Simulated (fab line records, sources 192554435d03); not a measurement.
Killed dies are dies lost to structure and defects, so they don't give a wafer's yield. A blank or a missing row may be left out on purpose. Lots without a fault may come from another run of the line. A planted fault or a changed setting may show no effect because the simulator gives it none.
fab line records | flow n5_finfet
record lots=6 wafers=18 last_day=16
route steps=1938 shown FIN_SAQP@130 BEOL_M4@1111 PASSIVATION@1936
lots that met no fault: from a run of the same line without faults
start_h: hours from the record's first day to the start of the lot's first wafer shown | wait_h: hours since the lot's step before | " the same as in the row above | L1.1+2: a row that stands for several wafers | - no value, or no start given | * or withheld: withheld | < > ~ a bound
route shown NAME@n: a module of which the file shows steps, and the number in the route of the first | usual: mean/standard deviation of fault-free wafers | same: alike in all rows | chamber/n: place in a boat | sites: the reading at each site | _std_site: their standard deviation | _edge_site: outer sites' mean less inner sites' | radius_mm: how far each site lies from the wafer's centre | mask NAME#n: copy n | behind: the tool/chamber that last shaped the wafer | hold: why the lot was held/for how many hours/how that ended | device: the transistor (n, p or np) that didn't switch | end of line: the same wafers' tests at the end of the route | a step without rows: its recipe alone | killed: dies lost to structure and defects at the first sort, not the wafer's yield | map: a wafer's dies, x killed, . not, _ none there
set.NAME: the setting as run; set.NAME@STEP: as run at that earlier step | model.NAME: the simulator's own value behind a step, which no gauge read
lots at some steps of the route; a table a step, a row a wafer
services: from which hour (start_h, from the record's first day; less than 0 if before it) a tool's chamber was out of use, for how many hours, and why
## steps
# step N5_FIN_SAQP_ETCH_65
# recipe chemistry=CF4 target=SiO2 target_depth_a=40 ion_energy_ev=350 time_s=4.4 pressure_mtorr=10 icp_w=800 bias_w=400 cf4_flow_sccm=80
# usual drypump_motor_current_A=5.7/0.42 he_backside_leak_sccm=2.7/0.35 oes_product_au=0.999/0.025 throttle_valve_pct=21.72/0.25
# columns lot.wafer tool chamber start_h wait_h drypump_motor_current_A he_backside_leak_sccm oes_product_au rf_hours_counter_h throttle_valve_pct
L621.1 rie_si-02 1 57.77 0.1 6.2 2.4 1.007 111 21.50
L621.3 " 0 " " 5.3 2.4 0.988 4 21.71
L621.5 " 0 " " 5.3 2.4 0.985 - 21.71
L627.1 rie_si-02 2 90.92 0.1 4.9 2.7 1.021 76 22.06
L627.3 " 3 " " 5.6 2.4 1.020 130 21.33
L627.5 " 0 " " 5.3 2.7 0.981 - 21.70
L630.1 rie_si-04 1 108.82 0.1 5.8 2.5 0.965 49 21.79
L630.4 " 2 " " 6.0 3.1 1.031 51 22.16
L630.5 " 0 " " 5.9 2.6 0.977 - 21.81
L631.4 rie_si-04 3 115.58 0.1 5.9 2.5 0.994 195 21.27
L631.5 " 1 " " 5.8 2.5 0.962 - 21.77
L631.6 " 2 " " 6.0 3.1 1.041 - 22.14
L633.3 rie_si-04 3 126.00 0.1 5.9 2.5 0.983 196 21.25
L633.4 " 0 " " 5.9 2.4 0.962 126 21.80
L633.5 " 2 " " 6.0 3.3 1.022 - 22.13
L634.1 rie_si-03 1 131.92 0.1 5.0 3.2 0.973 101 21.78
L634.2 " 2 " " 6.0 3.1 1.012 5 21.63
L634.3 " 3 " " 5.8 2.3 0.978 77 21.95
# step N5_FIN_SAQP_MANDREL_ETCH_58
# recipe chemistry=HBr/Cl2 target=a-Si target_depth_a=450 bt_time_s=10 stop_on=SiNx mask_material=SiO2 over_etch_frac=0.8 time_s=27 pressure_mtorr=10 icp_w=800 bias_w=75 HBr_flow_sccm=150 Cl2_flow_sccm=80 ends=end_point
# usual drypump_motor_current_A=5.7/0.42 he_backside_leak_sccm=2.7/0.36 oes_product_au=0.696/0.014 throttle_valve_pct=35.5/0.35
# columns lot.wafer tool chamber start_h wait_h drypump_motor_current_A he_backside_leak_sccm oes_product_au rf_hours_counter_h throttle_valve_pct
L621.1 rie_si-02 1 57.80 0.0 6.2 2.4 0.695 111 35.2
L621.3 " 0 " " 5.3 2.5 0.679 4 35.6
L621.5 " 0 " " 5.3 2.6 0.687 - 35.6
L627.1 rie_si-02 2 90.95 0.0 4.9 2.5 0.705 76 35.9
L627.3 " 3 " " 5.6 2.3 0.705 130 35.1
L627.5 " 0 " " 5.3 2.5 0.684 - 35.6
L630.1 rie_si-04 1 108.85 0.0 5.9 2.7 0.670 49 35.8
L630.4 " 2 " " 6.0 3.2 0.715 51 36.1
L630.5 " 0 " " 6.0 2.5 0.693 - 35.7
L631.4 rie_si-04 3 115.62 0.0 5.9 2.5 0.694 195 34.9
L631.5 " 1 " " 5.9 2.7 0.671 - 35.8
L631.6 " 2 " " 6.0 3.3 0.717 - 36.1
L633.3 rie_si-04 3 126.03 0.0 5.9 2.4 0.695 196 34.9
L633.4 " 0 " " 6.0 2.5 0.686 126 35.7
L633.5 " 2 " " 6.0 3.3 0.709 - 36.2
L634.1 rie_si-03 1 131.95 0.0 5.0 3.4 0.678 101 35.6
L634.2 " 2 " " 6.0 2.3 0.690 5 35.3
L634.3 " 3 " " 5.8 2.4 0.690 77 35.5
# step N5_FIN_SAQP_RECESS_63
# recipe chemistry=HF/NH3 target=SiO2 target_depth_a=180 afs_cycles=3 temp_c=30 sublimation_temp_c=180 sublimation_time_s=60
# step N5_FIN_SAQP_COAT_68
# recipe resist=SOC temp_c=250 time_s=60 spin_rpm=1500 resist_thk_nm=100
# step N5_FIN_SAQP_ETCH_69
# recipe chemistry=N2/H2 target=SOC target_depth_a=1500 stop_on=SiNx ion_energy_ev=100 bias_w=61 pressure_mtorr=30 source_w=850 n2_flow_sccm=200 h2_flow_sccm=200
# step N5_FIN_SAQP_ETCH_67
# recipe chemistry=CH3F/O2 target=SiNx target_depth_a=300 mask_material=SOC pressure_mtorr=30 source_w=395 bias_w=73 Ar_flow_sccm=150 CH3F_flow_sccm=30 O2_flow_sccm=20 ion_energy_ev=120
# usual drypump_motor_current_A=5.5/0.47 oes_product_au=0.78/0.091 rf_vpp_V=302/5.8 showerhead_plenum_p_Torr=1.99/0.064 throttle_valve_pct=16.38/0.25
# columns lot.wafer tool chamber start_h wait_h drypump_motor_current_A oes_product_au rf_hours_counter_h rf_vpp_V showerhead_plenum_p_Torr throttle_valve_pct
L621.1 rie_diel-04 3 58.44 0.0 6.2 0.72 217 298 1.97 16.38
L621.3 " 0 " " 5.0 0.71 211 301 1.97 16.49
L621.5 " 1 " " 6.0 0.77 - 305 2.09 16.65
L627.1 rie_diel-03 1 91.54 0.0 5.3 0.87 46 305 1.95 16.02
L627.3 " 0 " " 6.1 0.97 3 305 1.96 16.47
L627.5 " 2 " " 5.9 0.74 - 312 1.98 16.34
L630.1 rie_diel-02 3 109.44 0.0 5.3 1.02 2 305 2.14 16.08
L630.4 " 0 " " 5.1 0.73 192 298 1.91 16.81
L630.5 " 0 " " 5.1 0.72 - 298 1.91 16.82
L631.4 rie_diel-04 0 116.72 0.0 5.0 0.70 233 302 1.96 16.52
L631.5 " 0 " " 5.0 0.69 - 302 1.96 16.54
L631.6 " 3 " " 6.2 0.70 - 298 1.96 16.42
L633.3 rie_diel-04 0 126.95 0.0 4.9 0.69 237 303 1.96 16.54
L633.4 " 2 " " 5.1 0.70 246 299 1.97 16.53
L633.5 " 0 " " 4.9 0.70 - 302 1.96 16.54
L634.1 rie_diel-03 0 132.54 0.0 6.1 0.93 17 306 1.96 16.49
L634.2 " 3 " " 5.1 0.75 128 295 2.09 16.37
L634.3 " 2 " " 5.8 0.73 202 312 1.98 16.35
# step N5_FIN_SAQP_STRIP_70
# recipe chemistry=N2/H2 power_w=500 temp_c=40 pressure_mtorr=50 rf_frequency_hz=6e+07 overash_fraction=0.3 bias_power_w=28 h2_frac=0.5 n2_flow_sccm=300 h2_flow_sccm=300
# step N5_FIN_SAQP_RECESS_71
# recipe chemistry=HF/NH3 target=SiO2 target_depth_a=30 afs_cycles=1 temp_c=30 sublimation_temp_c=180 sublimation_time_s=60
# step N5_FIN_SAQP_SPACER2_ALD_28
# recipe material=SiO2 target_thk_a=81 temp_c=300 ald_precursor_family=BDEAS ald_co_reactant=O2-plasma pulse_time_s=1 purge_time_s=2 co_reactant_purge_time_s=2 pressure_torr=2
# usual heater_power_w=483/64 precursor_pulse_height_rel=1.000/0.021
# same co_reactant_purge_time_s=2
# columns lot.wafer tool chamber start_h wait_h heater_power_w precursor_pulse_height_rel
L621.1 ald_sin-01 0 58.69 0.1 460 0.994
L621.3 " 1 " " 531 0.973
L621.5 " 1 " " 518 0.989
L627.1 ald_sin-02 1 92.15 0.2 515 0.991
L627.3 " 2 " " 421 0.990
L627.5 " 1 " " 546 1.025
L630.1 ald_sin-01 0 109.90 0.2 476 1.011
L630.4 " 1 " " 505 0.982
L630.5 " 1 " " 511 0.986
L631.4 ald_sin-01 1 117.08 0.1 529 1.001
L631.5 " 0 " " 470 1.025
L631.6 " 3 " " 453 0.986
L633.3 ald_sin-01 2 127.23 0.1 600 1.030
L633.4 " 0 " " 479 0.995
L633.5 " 3 " " 454 1.019
L634.1 ald_sin-03 3 132.83 0.1 610 1.011
L634.2 " 0 " " 489 0.958
L634.3 " 2 " " 424 1.030
# step N5_FIN_SAQP_SPACER2_ETCHBACK_29
# recipe chemistry=CHF3/O2 mode=anisotropic_etchback target=SiO2 target_depth_a=122 time_s=6.1 pressure_mtorr=30 source_w=650 bias_w=170 Ar_flow_sccm=200 CHF3_flow_sccm=50 O2_flow_sccm=5 ion_energy_ev=200
# step N5_FIN_SAQP_MANDREL2_REMOVE_60
# recipe chemistry=HBr/Cl2/O2 bt_time_s=10 target=a-Si stop_on=SiNx endpoint=OES-SiCl over_etch_frac=1 icp_w=600 bias_w=22 HBr_flow_sccm=150 Cl2_flow_sccm=80 O2_flow_sccm=5 pressure_mtorr=10
# step N5_FIN_SAQP_CD_MEAS_31
# recipe target_cd_nm=8 landing_energy_ev=1000 detector=se_inlens polarity=line
# usual cd_nm=8.10/0.22
# columns lot.wafer tool chamber start_h wait_h cd_nm
L621.1 cd_sem-03 0 59.22 0.1 8.24
L621.3 " 0 " " 8.42
L621.5 " 0 " " 8.22
L627.1 cd_sem-01 0 92.67 0.1 8.25
L627.3 " 0 " " 8.28
L627.5 " 0 " " 8.25
L630.1 cd_sem-02 0 110.44 0.1 8.24
L630.4 " 0 " " 8.44
L630.5 " 0 " " 7.75
L631.4 cd_sem-01 0 117.64 0.1 8.39
L631.5 " 0 " " 8.37
L631.6 " 0 " " 8.22
L633.3 cd_sem-01 0 127.79 0.1 8.26
L633.4 " 0 " " 8.22
L633.5 " 0 " " 8.04
L634.1 cd_sem-03 0 133.35 0.1 7.72
L634.2 " 0 " " 8.37
L634.3 " 0 " " 8.23
# step N5_FIN_SAQP_HM_OPEN_33
# recipe chemistry=CH3F/O2 target=SiNx mask_material=SiO2 target_depth_a=494 time_s=70.6 pressure_mtorr=30 source_w=395 bias_w=73 Ar_flow_sccm=150 CH3F_flow_sccm=30 O2_flow_sccm=20 ion_energy_ev=120 ends=cleared
# usual drypump_motor_current_A=5.6/0.5 etch_rf_on_time_s=69.0/1.7 oes_product_au=0.66/0.076 rf_vpp_V=301/5.6 showerhead_plenum_p_Torr=1.99/0.063 throttle_valve_pct=16.37/0.26
# columns lot.wafer tool chamber start_h wait_h drypump_motor_current_A etch_rf_on_time_s oes_product_au rf_hours_counter_h rf_vpp_V showerhead_plenum_p_Torr throttle_valve_pct
L621.1 rie_diel-03 1 59.34 0.1 5.3 67.8 0.77 32 305 1.96 15.98
L621.3 " 0 " " 6.1 66.4 0.58 250 306 1.97 16.93
L621.5 " 0 " " 6.1 68.1 0.58 - 306 1.97 16.93
L627.1 rie_diel-02 0 92.72 0.0 5.1 68.9 0.62 186 297 1.91 16.79
L627.3 " 2 " " 5.1 65.0 0.77 27 295 1.95 16.08
L627.5 " 0 " " 5.1 70.3 0.63 - 297 1.91 16.79
L630.1 rie_diel-03 0 110.49 0.0 6.2 67.1 0.81 9 307 1.96 16.46
L630.4 " 2 " " 5.8 69.1 0.62 193 312 1.98 16.33
L630.5 " 3 " " 5.1 71.0 0.64 - 295 2.10 16.36
L631.4 rie_diel-02 0 117.67 0.0 5.1 69.9 0.61 195 296 1.91 16.82
L631.5 " 2 " " 5.1 67.2 0.74 - 293 1.95 16.11
L631.6 " 1 " " 6.4 71.4 0.59 - 298 1.97 16.15
L633.3 rie_diel-02 3 127.83 0.0 5.3 68.1 0.82 10 304 2.13 16.08
L633.4 " 0 " " 5.1 47.7 0.78 200 297 1.90 16.84
L633.5 " 0 " " 5.1 70.2 0.62 - 297 1.90 16.82
L634.1 rie_diel-02 2 133.40 0.0 5.1 46.3 0.94 41 294 1.95 16.13
L634.2 " 0 " " 5.1 68.5 0.61 201 297 1.91 16.82
L634.3 " 3 " " 5.3 67.4 0.83 11 304 2.13 16.09
# step N5_FIN_SAQP_ETCH_34
# recipe chemistry=C4F6/O2 target=SiO2 target_depth_a=450 time_s=15 ion_energy_ev=250 pressure_mtorr=30 source_w=345 bias_w=185 Ar_flow_sccm=300 C4F6_flow_sccm=10 O2_flow_sccm=10 ends=cleared
# usual drypump_motor_current_A=5.6/0.5 etch_rf_on_time_s=15.01/0.27 oes_product_au=0.66/0.075 rf_vpp_V=673/12 showerhead_plenum_p_Torr=2.83/0.086 throttle_valve_pct=21.07/0.28
# columns lot.wafer tool chamber start_h wait_h drypump_motor_current_A etch_rf_on_time_s oes_product_au rf_hours_counter_h rf_vpp_V showerhead_plenum_p_Torr throttle_valve_pct
L621.1 rie_diel-03 1 59.41 0.0 5.3 14.71 0.77 32 685 2.78 20.69
L621.3 " 0 " " 6.2 14.90 0.58 250 685 2.80 21.60
L621.5 " 0 " " 6.1 15.02 0.57 - 685 2.80 21.60
L627.1 rie_diel-02 0 92.79 0.0 5.1 14.94 0.63 186 665 2.73 21.57
L627.3 " 2 " " 5.1 14.78 0.77 27 658 2.78 20.80
L627.5 " 0 " " 5.1 14.91 0.63 - 665 2.73 21.55
L630.1 rie_diel-03 0 110.56 0.0 6.1 14.73 0.81 9 684 2.79 21.25
L630.4 " 2 " " 5.9 14.72 0.62 193 696 2.81 20.99
L630.5 " 3 " " 5.1 15.11 0.65 - 659 2.98 21.07
L631.4 rie_diel-02 0 117.74 0.0 5.1 15.17 0.61 195 666 2.72 21.55
L631.5 " 2 " " 5.1 14.90 0.75 - 658 2.78 20.86
L631.6 " 1 " " 6.4 15.53 0.59 - 665 2.80 20.69
L633.3 rie_diel-02 3 127.90 0.0 5.3 14.44 0.83 10 681 3.03 20.89
L633.4 " 0 " " 5.1 15.04 0.61 200 665 2.72 21.58
L633.5 " 0 " " 5.1 15.22 0.61 - 664 2.72 21.56
L634.1 rie_diel-02 2 133.47 0.0 5.1 14.76 0.74 41 658 2.77 20.85
L634.2 " 0 " " 5.1 15.27 0.61 201 665 2.72 21.57
L634.3 " 3 " " 5.3 14.41 0.83 11 681 3.03 20.89
# step N5_BEOL_M4_RC_MEAS_101
# usual DIBL_N=35.8/1.5 DIBL_P=35.9/1.8 IOFF_N=0.152/0.025 IOFF_P=0.21/0.031 ION_N=672/11 ION_P=462/7.4 SS_N=71.5/0.52 SS_P=73.2/0.54 VT_N=250/3 VT_P=-250/3.3
# columns lot.wafer tool chamber start_h wait_h DIBL_N[mV/V] DIBL_P[mV/V] IOFF_N[nA/um] IOFF_P[nA/um] ION_N[uA/um] ION_P[uA/um] SS_N[mV/dec] SS_P[mV/dec] VT_N[mV] VT_P[mV]
L621.1 prober-02 0 202.21 0.0 35.4 34.0 0.139 0.20 665 460 71.3 72.9 250 -247
L621.3 " 0 " " 37.5 35.9 0.173 0.24 673 463 71.0 73.0 247 -245
L621.5 " 0 " " 35.8 33.8 0.145 0.21 669 463 71.4 73.2 249 -247
L627.1 prober-02 0 239.91 0.0 36.5 35.2 0.162 0.21 666 460 70.8 73.9 248 -250
L627.3 " 0 " " 38.4 38.1 0.206 0.26 677 467 72.6 73.8 246 -250
L627.5 " 0 " " 35.9 34.5 0.146 0.20 670 460 71.6 73.1 251 -251
L630.1 prober-01 0 246.32 0.0 35.7 35.7 0.149 0.20 672 463 71.2 73.1 250 -252
L630.4 " 0 " " 33.6 33.1 0.120 0.17 662 451 71.3 72.5 252 -255
L630.5 " 0 " " 34.6 34.6 0.135 0.18 679 467 71.5 72.9 251 -254
L631.4 prober-02 0 262.10 0.5 34.4 35.2 0.132 0.20 667 466 71.5 72.7 252 -250
L631.5 " 0 " " 35.7 36.7 0.153 0.21 680 465 71.1 73.0 248 -248
L631.6 " 0 " " 34.7 34.7 0.126 0.19 656 454 71.1 73.1 256 -251
L634.1 prober-02 0 271.44 0.0 32.3 33.9 0.127 0.18 663 456 71.3 71.4 252 -251
L634.2 " 0 " " 35.1 37.7 0.185 0.25 683 467 71.7 73.6 247 -248
L634.3 " 0 " " 33.5 34.7 0.147 0.20 671 459 71.0 72.7 249 -250
L633.3 prober-01 0 285.21 0.3 35.5 35.8 0.171 0.21 661 456 71.7 73.2 246 -249
L633.4 " 0 " " 36.2 37.2 0.177 0.23 693 470 70.9 73.8 246 -248
L633.5 " 0 " " 36.6 37.0 0.176 0.22 672 458 71.3 74.2 248 -248
# step N5_PASSIVATION_PROBE_49
# usual defect_limited_yield=91.7/1.7 killed_at_M0_to_M3=34/10 killed_at_M4_up=13/5.1 killed_at_contacts=12/6.2 killed_at_front_end=36/12 killed_at_other=3.2/2.6 killed_dies=98/20 killed_open=65/13 killed_short=32/8.4 sort_bin_5_function=4.8/1.1 sort_bin_6_memory=3.2/0.74 sort_n_pass=1082/20 sort_yield_pct=91.7/1.7
# same gross_dies=1180 killed_at_back_side=0 sort_bin_4_leakage[%]=0 sort_bin_8_speed[%]=0
# columns lot.wafer tool chamber start_h wait_h defect_limited_yield[%] killed_at_M0_to_M3 killed_at_M4_up killed_at_contacts killed_at_front_end killed_at_other killed_dies killed_open killed_short sort_bin_5_function[%] sort_bin_6_memory[%] sort_n_pass sort_yield_pct[%]
L631.4 prober-01 - 362.83 0.2 92.5 38 8 5 33 5 89 59 30 4.2 3.1 1091 92.5
L631.5 prober-01 - 362.88 0.2 92.2 36 13 4 31 8 92 65 27 4.7 2.7 1088 92.2
L631.6 prober-01 - 362.93 0.3 93.2 29 6 12 28 5 80 62 18 3.9 2.6 1100 93.2
L633.3 prober-01 - 376.59 0.1 89.7 22 26 14 50 9 121 78 43 5.5 4.5 1059 89.7
L633.4 prober-01 - 376.64 0.2 91.9 37 11 9 38 1 96 66 28 4.7 3.3 1084 91.9
L633.5 prober-01 - 376.69 0.2 89.0 33 18 17 57 5 130 88 41 6.8 3.8 1050 89.0
# killed by level:class
L631.4 BEOL_M0_SAQP:geometric_particle:open=16 BEOL_M0_SAQP:geometric_particle:short=14 FIN_SAQP:geometric_particle:open=11 STI_FIN_REVEAL:geometric_particle:open=5 FIN_SAQP:geometric_particle:short=4 MOL_CONTACT_COAG:geometric_particle:open=4 BEOL_M4:geometric_particle:open=4 GATE_CUT:geometric_particle:short=3
L631.5 BEOL_M0_SAQP:geometric_particle:open=14 DUMMY_GATE:geometric_particle:open=6 BEOL_M0_SAQP:geometric_particle:short=6 BEOL_M2:geometric_particle:open=6 BEOL_M4:geometric_particle:open=6 STI_FIN_REVEAL:geometric_particle:open=5 MOL_CONTACT_COAG:geometric_particle:open=4 BEOL_M1:geometric_particle:open=4
L631.6 STI_FIN_REVEAL:geometric_particle:open=18 BEOL_M0_SAQP:geometric_particle:open=11 MOL_CONTACT_COAG:geometric_particle:open=9 BEOL_M0_SAQP:geometric_particle:short=6 BEOL_M2:geometric_particle:open=6 BEOL_M3:geometric_particle:open=4 FIN_SAQP:geometric_particle:short=3 MOL_CONTACT_COAG:geometric_particle:short=3
L633.3 STI_FIN_REVEAL:geometric_particle:open=11 MOL_CONTACT_COAG:geometric_particle:open=11 GATE_CUT:geometric_particle:short=10 BEOL_M5:geometric_particle:open=8 BEOL_M2:geometric_particle:open=7 BEOL_M4:geometric_particle:open=7 FIN_SAQP:geometric_particle:short=6 FIN_SAQP:geometric_particle:open=5
L633.4 GATE_CUT:geometric_particle:open=9 GATE_CUT:geometric_particle:short=9 BEOL_M3:geometric_particle:open=9 MOL_CONTACT_COAG:geometric_particle:open=7 BEOL_M2:geometric_particle:open=7 STI_FIN_REVEAL:geometric_particle:open=6 BEOL_M0_SAQP:geometric_particle:open=6 BEOL_M4:geometric_particle:open=5
L633.5 FIN_SAQP:geometric_particle:open=14 MOL_CONTACT_COAG:geometric_particle:open=14 STI_FIN_REVEAL:geometric_particle:open=9 BEOL_M2:geometric_particle:open=9 BEOL_M4:geometric_particle:open=9 FIN_SAQP:geometric_particle:short=8 GATE_CUT:geometric_particle:short=7 GATE_CUT:geometric_particle:open=7
## services
# columns tool chamber start_h hours kind
rie_si-03 1 39.23 1.2 repair
rie_si-02 - 43.05 3.5 repair
ald_sin-01 - 50.80 6.6 repair
rie_si-03 1 59.21 1.6 repair
ald_sin-02 1 60.81 2.9 repair
rie_diel-03 0 63.04 1.6 repair
rie_si-03 2 75.40 5.5 repair
rie_si-02 - 83.60 2.8 pm
ald_sin-01 - 85.29 14.0 pm
ald_sin-01 0 85.29 14.0 vent_cycle
ald_sin-01 1 85.29 14.0 vent_cycle
ald_sin-01 2 85.29 14.0 vent_cycle
ald_sin-01 3 85.29 14.0 vent_cycle
rie_diel-02 3 87.23 - clean
rie_diel-02 3 87.23 - consumable_replace:focus_ring
rie_diel-02 3 87.23 - consumable_replace:showerhead
rie_diel-02 3 87.23 14.4 scheduled_down
rie_diel-02 3 87.23 14.4 vent_cycle
rie_si-03 2 98.76 11.3 repair
ald_sin-01 0 99.29 - clean
ald_sin-01 1 99.29 - clean
ald_sin-01 2 99.29 - clean
ald_sin-01 3 99.29 - clean
rie_diel-03 1 129.58 13.2 repair
## key
first_sign step=N5_FIN_SAQP_HM_OPEN_33 reading=etch_rf_on_time_s direction=down sigmas=13 usual=* struck=*
effect step=N5_FIN_SAQP_HM_OPEN_33 reading=oes_product_au direction=up sigmas=2.6 usual=0.66 struck=0.86
met_at N5_FIN_SAQP_HM_OPEN_33
struck_wafers L633.4,L634.1
onset_between 117.67 127.83
fault kind=process_parameter_drift tool=rie_diel-02 chamber=- onset_h=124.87 steps=N5_FIN_SAQP_HM_OPEN_33 channel=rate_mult offset=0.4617 shape=step end_h=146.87 scope=struck_wafers_only
